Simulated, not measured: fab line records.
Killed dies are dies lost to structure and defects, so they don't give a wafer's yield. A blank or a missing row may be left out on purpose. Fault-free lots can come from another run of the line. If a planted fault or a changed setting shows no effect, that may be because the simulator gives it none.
What tool caused it? ; flow nand harc ; at 1 step of a route of 1302, 12 lots with 36 wafers sampled

== WHAT THE GAUGES SHOWED, per wafer ==
NHARC_A_SLIT_INSPECT_11.
lot;measured;on;raw defect count
L075;day 19 21:41;defect inspect-01;79 75 87
L080;day 21 15:38;defect inspect-01;51 63 73
L078;day 21 19:16;defect inspect-01;121 101 121
L081;day 22 20:46;defect inspect-02;65 61 62
L083;day 23 11:56;defect inspect-02;75 78 91
L085;day 24 06:44;defect inspect-02;61 63 62
L086;day 25 00:56;defect inspect-02;51 42 33
L087;day 25 05:10;defect inspect-02;15 16 13
L091;day 26 01:20;defect inspect-01;72 101 84
L093;day 27 05:16;defect inspect-02;66 68 69
L095;day 28 13:23;defect inspect-02;26 32 18
L097;day 29 15:17;defect inspect-02;14 23 7

== WHICH TOOL RAN EACH LOT (tool, then ch and the chambers of the sampled wafers, then the start) ==
Before these readings, the record contains no process step.

== THE ANSWER, worked out from the rows above alone ==
Rule: usual is defined by the lots themselves. Put in order of their means at a reading, lots are off if they are a third of the lots or fewer, leave a main group of 4 or more, and stand apart from it by a gap of 3 or more times the standard deviation of the main group's means; of several such gaps the widest counts. A main group whose means are all the same, to the digits that the tables above print for the reading, isn't used. Also off: a lot with no number at a reading for which 4 or more lots have one. The other lots that the step has rows for count as sound.
None of the lots is off at any reading shown; this tells nothing.

== WHAT THE SIMULATOR HAD INSERTED ==
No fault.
